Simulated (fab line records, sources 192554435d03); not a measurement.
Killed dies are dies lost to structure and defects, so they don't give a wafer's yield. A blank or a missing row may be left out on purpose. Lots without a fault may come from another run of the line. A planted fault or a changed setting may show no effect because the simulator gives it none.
Chamber matching | flow n5_finfet | N5_BEOL_M8_ALD_77 on ald_metal-02: 4 sister chambers
The step deposits TaN, target thk 2 nm, pulse time 2 s, purge time 3 s. 24 wafers are shown with their chamber, then 12 later ones without.

WAFERS WITH THEIR CHAMBER
wafer  | chamber | heater_power_w (W) | precursor_vessel_pressure_torr (Torr) | precursor_vessel_carrier_sccm (sccm)
L074.1 | 0       | 484                | 26.25                                 | 998
L074.2 | 1       | 466                | 26.17                                 | 1003
L074.3 | 2       | 447                | 26.27                                 | 1004
L080.2 | 1       | 468                | 26.31                                 | 1002
L080.4 | 3       | 388                | 26.23                                 | 999
L080.6 | 2       | 438                | 26.28                                 | 1004
L078.2 | 0       | 483                | 26.14                                 | 1002
L078.3 | 2       | 440                | 26.24                                 | 997
L078.4 | 3       | 382                | 26.20                                 | 1003
L081.2 | 2       | 442                | 26.32                                 | 1001
L081.5 | 1       | 454                | 26.20                                 | 1003
L081.6 | 2       | 449                | 26.29                                 | 998
L083.1 | 2       | 445                | 26.21                                 | 1003
L083.4 | 1       | 466                | 26.22                                 | 1002
L083.6 | 2       | 451                | 26.32                                 | 1005
L086.1 | 0       | 476                | 26.16                                 | 994
L086.2 | 1       | 469                | 26.22                                 | 1001
L086.4 | 3       | 378                | 26.21                                 | 995
L085.3 | 2       | 445                | 26.27                                 | 1001
L085.5 | 2       | 450                | 26.26                                 | 1001
L085.6 | 1       | 470                | 26.21                                 | 1001
L090.3 | 1       | 458                | 26.28                                 | 999
L090.4 | 0       | 485                | 26.25                                 | 1001
L090.6 | 3       | 389                | 26.20                                 | 997

SIGNATURES (means of the wafers above)
reading                        | chamber 0 | chamber 1 | chamber 2 | chamber 3 | scatter within a chamber
heater_power_w                 | 482.00    | 464.43    | 445.22    | 384.25    | 5.07
precursor_vessel_pressure_torr | 26.2000   | 26.2300   | 26.2733   | 26.2100   | 0.0417
precursor_vessel_carrier_sccm  | 998.75    | 1001.57   | 1001.56   | 998.50    | 2.7
Rule: a wafer's distance from a chamber is the root of the sum, over the readings, of the square of ((its reading less the chamber's mean) divided by the reading's scatter). The wafer belongs to the nearest chamber; if the next one is less than 2 further off, it can't be placed. The scatter: the root of (the sum of the squares of (reading less its chamber's mean) over the shown wafers, divided by (wafers less chambers)).

WAFERS WITHOUT THEIR CHAMBER
wafer  | heater_power_w (W) | precursor_vessel_pressure_torr (Torr) | precursor_vessel_carrier_sccm (sccm)
L092.2 | 450                | 26.19                                 | 1004
L092.3 | 377                | 26.23                                 | 1004
L092.4 | 470                | 26.28                                 | 1002
L091.2 | 465                | 26.31                                 | 997
L091.3 | 477                | 26.32                                 | 1000
L091.5 | 440                | 26.28                                 | 1002
L095.3 | 449                | 26.21                                 | 999
L095.4 | 472                | 26.21                                 | 998
L095.5 | 493                | 26.26                                 | 997
L096.3 | 456                | 26.25                                 | 996
L096.5 | 395                | 26.27                                 | 999
L096.6 | 492                | 26.25                                 | 1003

WHICH CHAMBER EACH WENT THROUGH
wafer  | from the rows above          | in truth
L092.2 | can't be placed: 2 or 1      | 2
L092.3 | 3                            | 3
L092.4 | can't be placed: 1 or 0      | 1
L091.2 | can't be placed: 1 or 0 or 2 | 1
L091.3 | can't be placed: 0 or 1      | 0
L091.5 | 2                            | 2
L095.3 | can't be placed: 2 or 1      | 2
L095.4 | can't be placed: 0 or 1      | 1
L095.5 | 0                            | 0
L096.3 | can't be placed: 1 or 2      | 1
L096.5 | 3                            | 3
L096.6 | 0                            | 0
Placed correctly: 5 of 12. Can't be placed from these rows: 7 (the true chamber is among the candidates in 7). Placed wrongly: 0.
